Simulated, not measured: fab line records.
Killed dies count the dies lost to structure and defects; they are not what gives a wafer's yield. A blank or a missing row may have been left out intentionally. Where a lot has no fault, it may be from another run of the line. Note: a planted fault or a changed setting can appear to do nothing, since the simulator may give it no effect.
fab line records || flow nand-harc
record: {"lots": 7, "wafers": 19, "last-day": 25}
route steps=1159 shown A_ZERO_WELL@412 A_SOURCE_PLATE@413 A_ONON_D1@424 END@1159
lots that met no fault: from a run of the same line without faults
start-h: hours from the record's opening day to when the first of the lot's shown wafers began || wait-h: hours from the lot's prior step to this one || " same as the row above || L1.1+2: several wafers, shown together as one row || - value missing, or start not given || * or withheld: withheld || < > ~ a bound
route shown NAME@n: names a module that has steps shown in the file, with the first one's number in the route || usual: average and standard deviation across the fault-free wafers || same: alike in all rows || chamber/n: place in a boat || sites: readings site by site || _std_site: the standard deviation of these || _edge_site: the outer-site mean with the inner-site mean subtracted || radius-mm: how far each site lies from the wafer's centre || mask NAME#n: copy n || behind: the last tool/chamber to shape the wafer || hold: why the lot was held/for how many hours/how that ended || device: the n, p or np transistor that did not switch || end of line: the route-end tests of the same wafers || a step without rows: its recipe alone || killed: at the first sort, the dies lost to defects and structure; wafer yield is something else || map: shows each die of a wafer: x if killed, . if not, _ if none is there
set.NAME: the setting the step ran with; set.NAME@STEP: the setting that earlier step ran with || model.NAME: the simulator's own value behind a step, which no gauge read
a table for each step, a row for each wafer; lots at some steps of the route
services: the hour from which a tool's chamber was out of use, counted from the record's first day as start-h (under 0 if before that day), plus the number of hours and why
== steps ==
step: NHARC_A_ZERO_WELL_INSPECT_17
usual: {"raw-defect-count": "11/5.6"}
{"lot.wafer": "L432.2", "tool": "defect-inspect-02", "chamber": "-", "start-h": 174.54, "wait-h": 0.1, "raw-defect-count": 3}
{"lot.wafer": "L432.4", "tool": "defect-inspect-02", "chamber": "-", "start-h": 174.54, "wait-h": 0.1, "raw-defect-count": 12}
{"lot.wafer": "L432.6", "tool": "defect-inspect-02", "chamber": "-", "start-h": 174.54, "wait-h": 0.1, "raw-defect-count": 7}
{"lot.wafer": "L434.2", "tool": "defect-inspect-01", "chamber": "-", "start-h": 199.96, "wait-h": 0.1, "raw-defect-count": 4}
{"lot.wafer": "L434.4", "tool": "defect-inspect-01", "chamber": "-", "start-h": 199.96, "wait-h": 0.1, "raw-defect-count": 15}
{"lot.wafer": "L434.5", "tool": "defect-inspect-01", "chamber": "-", "start-h": 199.96, "wait-h": 0.1, "raw-defect-count": 10}
{"lot.wafer": "L438.1", "tool": "defect-inspect-02", "chamber": "-", "start-h": 221.09, "wait-h": 0.2, "raw-defect-count": 13}
{"lot.wafer": "L438.4", "tool": "defect-inspect-02", "chamber": "-", "start-h": 221.09, "wait-h": 0.2, "raw-defect-count": 6}
{"lot.wafer": "L438.6", "tool": "defect-inspect-02", "chamber": "-", "start-h": 221.09, "wait-h": 0.2, "raw-defect-count": 9}
{"lot.wafer": "L437.2", "tool": "defect-inspect-01", "chamber": "-", "start-h": 222.39, "wait-h": 0.2, "raw-defect-count": 18}
{"lot.wafer": "L437.4", "tool": "defect-inspect-01", "chamber": "-", "start-h": 222.39, "wait-h": 0.2, "raw-defect-count": 20}
{"lot.wafer": "L437.5", "tool": "defect-inspect-01", "chamber": "-", "start-h": 222.39, "wait-h": 0.2, "raw-defect-count": 18}
{"lot.wafer": "L439.3", "tool": "defect-inspect-01", "chamber": "-", "start-h": 224.60, "wait-h": 0.1, "raw-defect-count": 19}
{"lot.wafer": "L439.4", "tool": "defect-inspect-01", "chamber": "-", "start-h": 224.60, "wait-h": 0.1, "raw-defect-count": 18}
{"lot.wafer": "L443.2", "tool": "defect-inspect-02", "chamber": "-", "start-h": 241.25, "wait-h": 0.1, "raw-defect-count": 8}
{"lot.wafer": "L443.5", "tool": "defect-inspect-02", "chamber": "-", "start-h": 241.25, "wait-h": 0.1, "raw-defect-count": 4}
{"lot.wafer": "L447.1", "tool": "defect-inspect-01", "chamber": "-", "start-h": 264.76, "wait-h": 0.2, "raw-defect-count": 15}
{"lot.wafer": "L447.3", "tool": "defect-inspect-01", "chamber": "-", "start-h": 264.76, "wait-h": 0.2, "raw-defect-count": 21}
{"lot.wafer": "L447.4", "tool": "defect-inspect-01", "chamber": "-", "start-h": 264.76, "wait-h": 0.2, "raw-defect-count": 10}
step: NHARC_A_SOURCE_PLATE_PRECLEAN_00
recipe: {"time-s": 60, "chemistry": "HF-LAST"}
step: NHARC_A_SOURCE_PLATE_SRD_01
step: NHARC_A_SOURCE_PLATE_OXIDE_02
recipe: {"target-thk-a": 100, "temp-c": 900, "ox-time-s": 1362, "material": "SiO2"}
step: NHARC_A_SOURCE_PLATE_THK_MEAS_09
recipe: {"thk-meas-gauge": "ellipsometry"}
usual: {"thk-nm": "9.9/1"}
{"lot.wafer": "L432.2", "tool": "film-metro-01", "chamber": "-", "start-h": 179.60, "wait-h": 0.4, "thk-nm": 9.6}
{"lot.wafer": "L432.4", "tool": "film-metro-01", "chamber": "-", "start-h": 179.60, "wait-h": 0.4, "thk-nm": 8.7}
{"lot.wafer": "L432.6", "tool": "film-metro-01", "chamber": "-", "start-h": 179.60, "wait-h": 0.4, "thk-nm": 11.0}
{"lot.wafer": "L434.2", "tool": "film-metro-01", "chamber": "-", "start-h": 208.06, "wait-h": 0.4, "thk-nm": 10.1}
{"lot.wafer": "L434.4", "tool": "film-metro-01", "chamber": "-", "start-h": 208.06, "wait-h": 0.4, "thk-nm": 9.9}
{"lot.wafer": "L434.5", "tool": "film-metro-01", "chamber": "-", "start-h": 208.06, "wait-h": 0.4, "thk-nm": 9.5}
{"lot.wafer": "L438.1", "tool": "film-metro-01", "chamber": "-", "start-h": 229.02, "wait-h": 0.4, "thk-nm": 11.3}
{"lot.wafer": "L438.4", "tool": "film-metro-01", "chamber": "-", "start-h": 229.02, "wait-h": 0.4, "thk-nm": 8.8}
{"lot.wafer": "L438.6", "tool": "film-metro-01", "chamber": "-", "start-h": 229.02, "wait-h": 0.4, "thk-nm": 8.4}
{"lot.wafer": "L437.2", "tool": "film-metro-02", "chamber": "-", "start-h": 229.02, "wait-h": 0.4, "thk-nm": 9.2}
{"lot.wafer": "L437.4", "tool": "film-metro-02", "chamber": "-", "start-h": 229.02, "wait-h": 0.4, "thk-nm": 8.0}
{"lot.wafer": "L437.5", "tool": "film-metro-02", "chamber": "-", "start-h": 229.02, "wait-h": 0.4, "thk-nm": 9.8}
{"lot.wafer": "L439.3", "tool": "film-metro-01", "chamber": "-", "start-h": 229.02, "wait-h": 0.4, "thk-nm": 10.1}
{"lot.wafer": "L439.4", "tool": "film-metro-01", "chamber": "-", "start-h": 229.02, "wait-h": 0.4, "thk-nm": 10.6}
{"lot.wafer": "L443.2", "tool": "film-metro-01", "chamber": "-", "start-h": 247.78, "wait-h": 0.4, "thk-nm": 10.1}
{"lot.wafer": "L443.5", "tool": "film-metro-01", "chamber": "-", "start-h": 247.78, "wait-h": 0.4, "thk-nm": 9.1}
{"lot.wafer": "L447.1", "tool": "film-metro-01", "chamber": "-", "start-h": 272.22, "wait-h": 0.4, "thk-nm": 8.6}
{"lot.wafer": "L447.3", "tool": "film-metro-01", "chamber": "-", "start-h": 272.22, "wait-h": 0.4, "thk-nm": 9.9}
{"lot.wafer": "L447.4", "tool": "film-metro-01", "chamber": "-", "start-h": 272.22, "wait-h": 0.4, "thk-nm": 10.6}
step: NHARC_A_SOURCE_PLATE_PVD_04
recipe: {"target-thk-a": 500, "material": "WSi2"}
step: NHARC_A_SOURCE_PLATE_CVD_03
recipe: {"target-thk-a": 2000, "temp-c": 620, "pressure-mtorr": 200, "time-s": 4000, "material": "poly-Si"}
step: NHARC_A_SOURCE_PLATE_ANNEAL_05
recipe: {"temp-c": 850, "time-s": 1800}
step: NHARC_A_SOURCE_PLATE_THK_MEAS_06
recipe: {"thk-meas-gauge": "ellipsometry"}
usual: {"thk-nm": "199.5/2.2"}
{"lot.wafer": "L432.2", "tool": "film-metro-01", "chamber": "-", "start-h": 192.39, "wait-h": 0.4, "thk-nm": 198.1}
{"lot.wafer": "L432.4", "tool": "film-metro-01", "chamber": "-", "start-h": 192.39, "wait-h": 0.4, "thk-nm": 197.4}
{"lot.wafer": "L432.6", "tool": "film-metro-01", "chamber": "-", "start-h": 192.39, "wait-h": 0.4, "thk-nm": 197.6}
{"lot.wafer": "L434.2", "tool": "film-metro-02", "chamber": "-", "start-h": 220.91, "wait-h": 0.4, "thk-nm": 199.4}
{"lot.wafer": "L434.4", "tool": "film-metro-02", "chamber": "-", "start-h": 220.91, "wait-h": 0.4, "thk-nm": 199.7}
{"lot.wafer": "L434.5", "tool": "film-metro-02", "chamber": "-", "start-h": 220.91, "wait-h": 0.4, "thk-nm": 200.5}
{"lot.wafer": "L438.1", "tool": "film-metro-02", "chamber": "-", "start-h": 241.94, "wait-h": 0.4, "thk-nm": 193.6}
{"lot.wafer": "L438.4", "tool": "film-metro-02", "chamber": "-", "start-h": 241.94, "wait-h": 0.4, "thk-nm": 196.9}
{"lot.wafer": "L438.6", "tool": "film-metro-02", "chamber": "-", "start-h": 241.94, "wait-h": 0.4, "thk-nm": 199.1}
{"lot.wafer": "L437.2", "tool": "film-metro-01", "chamber": "-", "start-h": 241.95, "wait-h": 0.4, "thk-nm": 198.0}
{"lot.wafer": "L437.4", "tool": "film-metro-01", "chamber": "-", "start-h": 241.95, "wait-h": 0.4, "thk-nm": 202.5}
{"lot.wafer": "L437.5", "tool": "film-metro-01", "chamber": "-", "start-h": 241.95, "wait-h": 0.4, "thk-nm": 196.9}
{"lot.wafer": "L439.3", "tool": "film-metro-02", "chamber": "-", "start-h": 241.95, "wait-h": 0.4, "thk-nm": 199.5}
{"lot.wafer": "L439.4", "tool": "film-metro-02", "chamber": "-", "start-h": 241.95, "wait-h": 0.4, "thk-nm": 200.8}
{"lot.wafer": "L443.2", "tool": "film-metro-01", "chamber": "-", "start-h": 258.35, "wait-h": 0.4, "thk-nm": 199.4}
{"lot.wafer": "L443.5", "tool": "film-metro-01", "chamber": "-", "start-h": 258.35, "wait-h": 0.4, "thk-nm": 200.8}
{"lot.wafer": "L447.1", "tool": "film-metro-02", "chamber": "-", "start-h": 285.38, "wait-h": 0.4, "thk-nm": 200.7}
{"lot.wafer": "L447.3", "tool": "film-metro-02", "chamber": "-", "start-h": 285.38, "wait-h": 0.4, "thk-nm": 197.4}
{"lot.wafer": "L447.4", "tool": "film-metro-02", "chamber": "-", "start-h": 285.38, "wait-h": 0.4, "thk-nm": 197.2}
step: NHARC_A_SOURCE_PLATE_INSPECT_08
usual: {"raw-defect-count": "65/23"}
{"lot.wafer": "L432.2", "tool": "defect-inspect-01", "chamber": "-", "start-h": 192.45, "wait-h": 0.0, "raw-defect-count": 75}
{"lot.wafer": "L432.4", "tool": "defect-inspect-01", "chamber": "-", "start-h": 192.45, "wait-h": 0.0, "raw-defect-count": 99}
{"lot.wafer": "L432.6", "tool": "defect-inspect-01", "chamber": "-", "start-h": 192.45, "wait-h": 0.0, "raw-defect-count": 80}
{"lot.wafer": "L434.2", "tool": "defect-inspect-02", "chamber": "-", "start-h": 220.98, "wait-h": 0.0, "raw-defect-count": 72}
{"lot.wafer": "L434.4", "tool": "defect-inspect-02", "chamber": "-", "start-h": 220.98, "wait-h": 0.0, "raw-defect-count": 94}
{"lot.wafer": "L434.5", "tool": "defect-inspect-02", "chamber": "-", "start-h": 220.98, "wait-h": 0.0, "raw-defect-count": 60}
{"lot.wafer": "L438.1", "tool": "defect-inspect-01", "chamber": "-", "start-h": 242.01, "wait-h": 0.0, "raw-defect-count": 69}
{"lot.wafer": "L438.4", "tool": "defect-inspect-01", "chamber": "-", "start-h": 242.01, "wait-h": 0.0, "raw-defect-count": 46}
{"lot.wafer": "L438.6", "tool": "defect-inspect-01", "chamber": "-", "start-h": 242.01, "wait-h": 0.0, "raw-defect-count": 52}
{"lot.wafer": "L437.2", "tool": "defect-inspect-02", "chamber": "-", "start-h": 242.01, "wait-h": 0.0, "raw-defect-count": 140}
{"lot.wafer": "L437.4", "tool": "defect-inspect-02", "chamber": "-", "start-h": 242.01, "wait-h": 0.0, "raw-defect-count": 80}
{"lot.wafer": "L437.5", "tool": "defect-inspect-02", "chamber": "-", "start-h": 242.01, "wait-h": 0.0, "raw-defect-count": 92}
{"lot.wafer": "L439.3", "tool": "defect-inspect-01", "chamber": "-", "start-h": 242.01, "wait-h": 0.0, "raw-defect-count": 49}
{"lot.wafer": "L439.4", "tool": "defect-inspect-01", "chamber": "-", "start-h": 242.01, "wait-h": 0.0, "raw-defect-count": 52}
{"lot.wafer": "L443.2", "tool": "defect-inspect-02", "chamber": "-", "start-h": 258.41, "wait-h": 0.0, "raw-defect-count": 47}
{"lot.wafer": "L443.5", "tool": "defect-inspect-02", "chamber": "-", "start-h": 258.41, "wait-h": 0.0, "raw-defect-count": 36}
{"lot.wafer": "L447.1", "tool": "defect-inspect-02", "chamber": "-", "start-h": 285.44, "wait-h": 0.0, "raw-defect-count": 44}
{"lot.wafer": "L447.3", "tool": "defect-inspect-02", "chamber": "-", "start-h": 285.44, "wait-h": 0.0, "raw-defect-count": 79}
{"lot.wafer": "L447.4", "tool": "defect-inspect-02", "chamber": "-", "start-h": 285.44, "wait-h": 0.0, "raw-defect-count": 66}
step: NHARC_A_ONON_D1_DEP_00
recipe: {"target-thk-a": 10000, "n2-flow-sccm": 2750, "n2o-flow-sccm": 2000, "nh3-flow-sccm": 500, "sih4-flow-sccm": 210, "temp-c": 400}
usual: {"n2o-flow-sccm": "2000/6.4"}
{"lot.wafer": "L432.2", "tool": "pecvd-onon-03", "chamber": 0, "start-h": 192.58, "wait-h": 0.1, "n2o-flow-sccm": 2006}
{"lot.wafer": "L432.4", "tool": "pecvd-onon-03", "chamber": 0, "start-h": 192.58, "wait-h": 0.1, "n2o-flow-sccm": 2004}
{"lot.wafer": "L432.6", "tool": "pecvd-onon-03", "chamber": 0, "start-h": 192.58, "wait-h": 0.1, "n2o-flow-sccm": 2005}
{"lot.wafer": "L434.2", "tool": "pecvd-onon-01", "chamber": 0, "start-h": 221.10, "wait-h": 0.1, "n2o-flow-sccm": 2001}
{"lot.wafer": "L434.4", "tool": "pecvd-onon-01", "chamber": 0, "start-h": 221.10, "wait-h": 0.1, "n2o-flow-sccm": 1993}
{"lot.wafer": "L434.5", "tool": "pecvd-onon-01", "chamber": 0, "start-h": 221.10, "wait-h": 0.1, "n2o-flow-sccm": 1998}
{"lot.wafer": "L438.1", "tool": "pecvd-onon-01", "chamber": 0, "start-h": 242.07, "wait-h": 0.1, "n2o-flow-sccm": 2004}
{"lot.wafer": "L438.4", "tool": "pecvd-onon-01", "chamber": 0, "start-h": 242.07, "wait-h": 0.1, "n2o-flow-sccm": 2009}
{"lot.wafer": "L438.6", "tool": "pecvd-onon-01", "chamber": 0, "start-h": 242.07, "wait-h": 0.1, "n2o-flow-sccm": 1995}
{"lot.wafer": "L437.2", "tool": "pecvd-onon-03", "chamber": 0, "start-h": 242.13, "wait-h": 0.1, "n2o-flow-sccm": 2006}
{"lot.wafer": "L437.4", "tool": "pecvd-onon-03", "chamber": 0, "start-h": 242.13, "wait-h": 0.1, "n2o-flow-sccm": 2011}
{"lot.wafer": "L437.5", "tool": "pecvd-onon-03", "chamber": 0, "start-h": 242.13, "wait-h": 0.1, "n2o-flow-sccm": 2005}
{"lot.wafer": "L439.3", "tool": "pecvd-onon-03", "chamber": 0, "start-h": 242.54, "wait-h": 0.5, "n2o-flow-sccm": 1997}
{"lot.wafer": "L439.4", "tool": "pecvd-onon-03", "chamber": 0, "start-h": 242.54, "wait-h": 0.5, "n2o-flow-sccm": 2002}
{"lot.wafer": "L443.2", "tool": "pecvd-onon-03", "chamber": 0, "start-h": 258.55, "wait-h": 0.1, "n2o-flow-sccm": 1999}
{"lot.wafer": "L443.5", "tool": "pecvd-onon-03", "chamber": 0, "start-h": 258.55, "wait-h": 0.1, "n2o-flow-sccm": 1991}
{"lot.wafer": "L447.1", "tool": "pecvd-onon-04", "chamber": 0, "start-h": 285.65, "wait-h": 0.2, "n2o-flow-sccm": 1998}
{"lot.wafer": "L447.3", "tool": "pecvd-onon-04", "chamber": 0, "start-h": 285.65, "wait-h": 0.2, "n2o-flow-sccm": 1990}
{"lot.wafer": "L447.4", "tool": "pecvd-onon-04", "chamber": 0, "start-h": 285.65, "wait-h": 0.2, "n2o-flow-sccm": 2000}
step: NHARC_A_ONON_D1_THK_MEAS_02
recipe: {"thk-meas-gauge": "ellipsometry"}
usual: {"thk-nm": "999/9.4"}
{"lot.wafer": "L432.2", "tool": "film-metro-01", "chamber": "-", "start-h": 193.03, "wait-h": "-", "thk-nm": 1001}
{"lot.wafer": "L432.4", "tool": "film-metro-01", "chamber": "-", "start-h": 193.03, "wait-h": "-", "thk-nm": 1000}
{"lot.wafer": "L432.6", "tool": "film-metro-01", "chamber": "-", "start-h": 193.03, "wait-h": "-", "thk-nm": 1001}
{"lot.wafer": "L434.2", "tool": "film-metro-02", "chamber": "-", "start-h": 221.56, "wait-h": "-", "thk-nm": 998}
{"lot.wafer": "L434.4", "tool": "film-metro-02", "chamber": "-", "start-h": 221.56, "wait-h": "-", "thk-nm": 998}
{"lot.wafer": "L434.5", "tool": "film-metro-02", "chamber": "-", "start-h": 221.56, "wait-h": "-", "thk-nm": 997}
{"lot.wafer": "L437.2", "tool": "film-metro-01", "chamber": "-", "start-h": 242.58, "wait-h": "-", "thk-nm": 1472}
{"lot.wafer": "L437.4", "tool": "film-metro-01", "chamber": "-", "start-h": 242.58, "wait-h": "-", "thk-nm": 1472}
{"lot.wafer": "L437.5", "tool": "film-metro-01", "chamber": "-", "start-h": 242.58, "wait-h": "-", "thk-nm": 1006}
{"lot.wafer": "L438.1", "tool": "film-metro-02", "chamber": "-", "start-h": 242.59, "wait-h": "-", "thk-nm": 998}
{"lot.wafer": "L438.4", "tool": "film-metro-02", "chamber": "-", "start-h": 242.59, "wait-h": "-", "thk-nm": 997}
{"lot.wafer": "L438.6", "tool": "film-metro-02", "chamber": "-", "start-h": 242.59, "wait-h": "-", "thk-nm": 998}
{"lot.wafer": "L439.3", "tool": "film-metro-01", "chamber": "-", "start-h": 242.94, "wait-h": "-", "thk-nm": 1007}
{"lot.wafer": "L439.4", "tool": "film-metro-01", "chamber": "-", "start-h": 242.94, "wait-h": "-", "thk-nm": 1475}
{"lot.wafer": "L443.2", "tool": "film-metro-02", "chamber": "-", "start-h": 259.01, "wait-h": "-", "thk-nm": 1476}
{"lot.wafer": "L443.5", "tool": "film-metro-02", "chamber": "-", "start-h": 259.01, "wait-h": "-", "thk-nm": 1011}
{"lot.wafer": "L447.1", "tool": "film-metro-01", "chamber": "-", "start-h": 286.16, "wait-h": "-", "thk-nm": 1001}
{"lot.wafer": "L447.3", "tool": "film-metro-01", "chamber": "-", "start-h": 286.16, "wait-h": "-", "thk-nm": 1004}
{"lot.wafer": "L447.4", "tool": "film-metro-01", "chamber": "-", "start-h": 286.16, "wait-h": "-", "thk-nm": 1002}
step: NHARC_A_ONON_D1_DEP_03
recipe: {"target-thk-a": 10000, "n2-flow-sccm": 2750, "n2o-flow-sccm": 2000, "nh3-flow-sccm": 500, "sih4-flow-sccm": 210, "temp-c": 400}
step: NHARC_END_SORT_01
recipe: {"temp-c": 25}
usual: {"killed-at-array": "30/10", "killed-at-other": "0.5/0.82", "killed-at-periphery": "2.9/2", "killed-dies": "34/11", "killed-open": "3.2/1.8", "killed-short": "2.0/1.4"}
same: {"gross-dies": 677}
{"lot.wafer": "L434.4", "tool": "prober-02", "chamber": 0, "start-h": 518.39, "wait-h": 3.4, "killed-at-array": 31, "killed-at-other": 0, "killed-at-periphery": 4, "killed-dies": 35, "killed-open": 3, "killed-short": 1}
{"lot.wafer": "L437.2", "tool": "prober-01", "chamber": 0, "start-h": 537.33, "wait-h": 2.8, "killed-at-array": 674, "killed-at-other": 2, "killed-at-periphery": 1, "killed-dies": 677, "killed-open": 3, "killed-short": 3}
{"lot.wafer": "L437.4", "tool": "prober-01", "chamber": 0, "start-h": 538.92, "wait-h": 3.4, "killed-at-array": 672, "killed-at-other": 4, "killed-at-periphery": 1, "killed-dies": 677, "killed-open": 4, "killed-short": 2}
{"lot.wafer": "L443.2", "tool": "prober-01", "chamber": 0, "start-h": 551.64, "wait-h": 2.8, "killed-at-array": 676, "killed-at-other": 0, "killed-at-periphery": 1, "killed-dies": 677, "killed-open": 2, "killed-short": 1}
killed by level:class
L434.4 A_SLIT:chamber-film-flake=14 A_CHANNEL_HOLE_D1:chamber-film-flake=10 P_STI:chamber-film-flake=3 A_STAIRCASE:chamber-film-flake=2 A_CONTACT:chamber-film-flake=2 P_GATE:geometric-particle:open=1 A_ONON_D1:geometric-particle:open=1 A_CHANNEL_FILL_D1:geometric-particle:short=1
L437.2 A_ONON_D1:area-dep=655 A_CHANNEL_HOLE_D1:chamber-film-flake=5 A_STAIRCASE:chamber-film-flake=4 A_WL_FILL:geometric-particle:short=3 A_CONTACT:geometric-particle:open=2 A_CONTACT:chamber-film-flake=2 THIN_TSV:chamber-film-flake=2 A_CHANNEL_FILL_D1:geometric-particle:open=1
L437.4 A_ONON_D1:area-dep=651 A_CHANNEL_HOLE_D1:chamber-film-flake=9 THIN_TSV:chamber-film-flake=4 A_STAIRCASE:chamber-film-flake=3 A_CONTACT:geometric-particle:open=2 A_WL_FILL:chamber-film-flake=2 A_CONTACT:chamber-film-flake=2 P_M0:geometric-particle:open=1
L443.2 A_ONON_D1:area-dep=658 A_CHANNEL_HOLE_D1:chamber-film-flake=7 A_CONTACT:chamber-film-flake=5 A_STAIRCASE:chamber-film-flake=2 A_CHANNEL_FILL_D1:geometric-particle:short=1 A_CONTACT:geometric-particle:open=1 A_M0:geometric-particle:open=1 P_ZERO_WELL:chamber-film-flake=1
map L437.2 (x killed, . not)
____________x____________
_________xxxxxxx_________
_______xxxxxxxxxxx_______
______xxxxxxxxxxxxx______
_____xxxxxxxxxxxxxxx_____
____xxxxxxxxxxxxxxxxx____
____xxxxxxxxxxxxxxxxx____
___xxxxxxxxxxxxxxxxxxx___
___xxxxxxxxxxxxxxxxxxx___
__xxxxxxxxxxxxxxxxxxxxx__
__xxxxxxxxxxxxxxxxxxxxx__
_xxxxxxxxxxxxxxxxxxxxxxx_
_xxxxxxxxxxxxxxxxxxxxxxx_
_xxxxxxxxxxxxxxxxxxxxxxx_
_xxxxxxxxxxxxxxxxxxxxxxx_
_xxxxxxxxxxxxxxxxxxxxxxx_
xxxxxxxxxxxxxxxxxxxxxxxxx
xxxxxxxxxxxxxxxxxxxxxxxxx
xxxxxxxxxxxxxxxxxxxxxxxxx
xxxxxxxxxxxxxxxxxxxxxxxxx
xxxxxxxxxxxxxxxxxxxxxxxxx
_xxxxxxxxxxxxxxxxxxxxxxx_
_xxxxxxxxxxxxxxxxxxxxxxx_
_xxxxxxxxxxxxxxxxxxxxxxx_
_xxxxxxxxxxxxxxxxxxxxxxx_
_xxxxxxxxxxxxxxxxxxxxxxx_
__xxxxxxxxxxxxxxxxxxxxx__
__xxxxxxxxxxxxxxxxxxxxx__
___xxxxxxxxxxxxxxxxxxx___
___xxxxxxxxxxxxxxxxxxx___
____xxxxxxxxxxxxxxxxx____
____xxxxxxxxxxxxxxxxx____
_____xxxxxxxxxxxxxxx_____
______xxxxxxxxxxxxx______
_______xxxxxxxxxxx_______
_________xxxxxxx_________
____________x____________
map L443.2 (x killed, . not)
____________x____________
_________xxxxxxx_________
_______xxxxxxxxxxx_______
______xxxxxxxxxxxxx______
_____xxxxxxxxxxxxxxx_____
____xxxxxxxxxxxxxxxxx____
____xxxxxxxxxxxxxxxxx____
___xxxxxxxxxxxxxxxxxxx___
___xxxxxxxxxxxxxxxxxxx___
__xxxxxxxxxxxxxxxxxxxxx__
__xxxxxxxxxxxxxxxxxxxxx__
_xxxxxxxxxxxxxxxxxxxxxxx_
_xxxxxxxxxxxxxxxxxxxxxxx_
_xxxxxxxxxxxxxxxxxxxxxxx_
_xxxxxxxxxxxxxxxxxxxxxxx_
_xxxxxxxxxxxxxxxxxxxxxxx_
xxxxxxxxxxxxxxxxxxxxxxxxx
xxxxxxxxxxxxxxxxxxxxxxxxx
xxxxxxxxxxxxxxxxxxxxxxxxx
xxxxxxxxxxxxxxxxxxxxxxxxx
xxxxxxxxxxxxxxxxxxxxxxxxx
_xxxxxxxxxxxxxxxxxxxxxxx_
_xxxxxxxxxxxxxxxxxxxxxxx_
_xxxxxxxxxxxxxxxxxxxxxxx_
_xxxxxxxxxxxxxxxxxxxxxxx_
_xxxxxxxxxxxxxxxxxxxxxxx_
__xxxxxxxxxxxxxxxxxxxxx__
__xxxxxxxxxxxxxxxxxxxxx__
___xxxxxxxxxxxxxxxxxxx___
___xxxxxxxxxxxxxxxxxxx___
____xxxxxxxxxxxxxxxxx____
____xxxxxxxxxxxxxxxxx____
_____xxxxxxxxxxxxxxx_____
______xxxxxxxxxxxxx______
_______xxxxxxxxxxx_______
_________xxxxxxx_________
____________x____________
== services ==
{"tool": "pecvd-onon-01", "chamber": "-", "start-h": 195.49, "hours": 13.0, "kind": "pm"}
{"tool": "pecvd-onon-04", "chamber": "-", "start-h": 237.16, "hours": 13.0, "kind": "pm"}
== key ==
first-sign: {"step": "NHARC_A_ONON_D1_THK_MEAS_02", "reading": "thk-nm", "direction": "up", "sigmas": 51, "usual": 999, "struck": 1474}
effect: {"step": "NHARC_END_SORT_01", "reading": "killed-at-array", "direction": "up", "sigmas": 62, "usual": 30, "struck": 674}
more-kills-born-at: {"NHARC_A_ONON_D1_DEP_00@pecvd-onon-03": 1964}
met-at NHARC_A_ONON_D1_DEP_00
struck-wafers L437.2,L437.4,L439.4,L443.2
later-rows-left-out L437.2,L437.4,L439.4,L443.2
sort-left-out L439.4
tester-left-out L437,L439,L443
fault: {"kind": "process-parameter-drift", "tool": "pecvd-onon-03", "chamber": "-", "onset-h": 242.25, "steps": "NHARC_A_ONON_D1_DEP_00", "channel": "target-thk-a", "offset": "*", "shape": "step", "end-h": 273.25, "scope": "struck-wafers-only", "acts-in": "*", "stated": "*"}
tester-left-out: of these lots the tester's yield and bins aren't shown, on N5 and GAA mostly nor the transistor test; their killed dies are dies lost to structure and defects alone, not to doping, threshold or leakage, so they don't give the yield
sort-left-out: the simulated sort isn't trusted on such a fault, so these wafers' sort isn't shown, and their yield isn't known
later-rows-left-out: the simulator's readings of these wafers behind a module that went badly wrong aren't trusted and aren't shown, but for the sort
